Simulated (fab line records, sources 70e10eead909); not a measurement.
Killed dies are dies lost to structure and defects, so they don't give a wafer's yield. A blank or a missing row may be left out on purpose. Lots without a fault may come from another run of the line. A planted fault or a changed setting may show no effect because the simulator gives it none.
Chamber matching | flow nand_harc | NHARC_P_M2_DEP_33 on pecvd-02: 3 sister chambers
The step deposits SiCN, target thk 30 nm. 16 wafers are shown with their chamber, then 8 later ones without.

WAFERS WITH THEIR CHAMBER
wafer  | chamber | heater_power_w (W)
L074.1 | 2       | 465
L074.2 | 1       | 611
L074.3 | 0       | 495
L076.3 | 0       | 542
L076.5 | 2       | 508
L076.6 | 1       | 670
L082.2 | 0       | 510
L082.3 | 1       | 637
L082.4 | 2       | 558
L083.1 | 2       | 516
L083.2 | 1       | 576
L083.4 | 1       | 570
L085.1 | 1       | 638
L085.3 | 0       | 525
L085.6 | 0       | 534
L087.1 | 1       | 586

SIGNATURES (means of the wafers above)
reading        | chamber 0 | chamber 1 | chamber 2 | scatter within a chamber
heater_power_w | 521.20    | 612.57    | 511.75    | 33
Rule: a wafer's distance from a chamber is the root of the sum, over the readings, of the square of ((its reading less the chamber's mean) divided by the reading's scatter). The wafer belongs to the nearest chamber; if the next one is less than 2 further off, it can't be placed. The scatter: the root of (the sum of the squares of (reading less its chamber's mean) over the shown wafers, divided by (wafers less chambers)).

WAFERS WITHOUT THEIR CHAMBER
wafer  | heater_power_w (W)
L087.2 | 518
L087.4 | 593
L090.3 | 559
L090.5 | 535
L090.6 | 561
L091.3 | 502
L091.4 | 542
L091.5 | 514

WHICH CHAMBER EACH WENT THROUGH
wafer  | from the rows above          | in truth
L087.2 | can't be placed: 0 or 2      | 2
L087.4 | can't be placed: 1 or 0 or 2 | 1
L090.3 | can't be placed: 0 or 2 or 1 | 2
L090.5 | can't be placed: 0 or 2 or 1 | 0
L090.6 | can't be placed: 0 or 2 or 1 | 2
L091.3 | can't be placed: 2 or 0      | 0
L091.4 | can't be placed: 0 or 2 or 1 | 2
L091.5 | can't be placed: 2 or 0      | 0
Placed correctly: 0 of 8. Can't be placed from these rows: 8 (the true chamber is among the candidates in 8). Placed wrongly: 0.
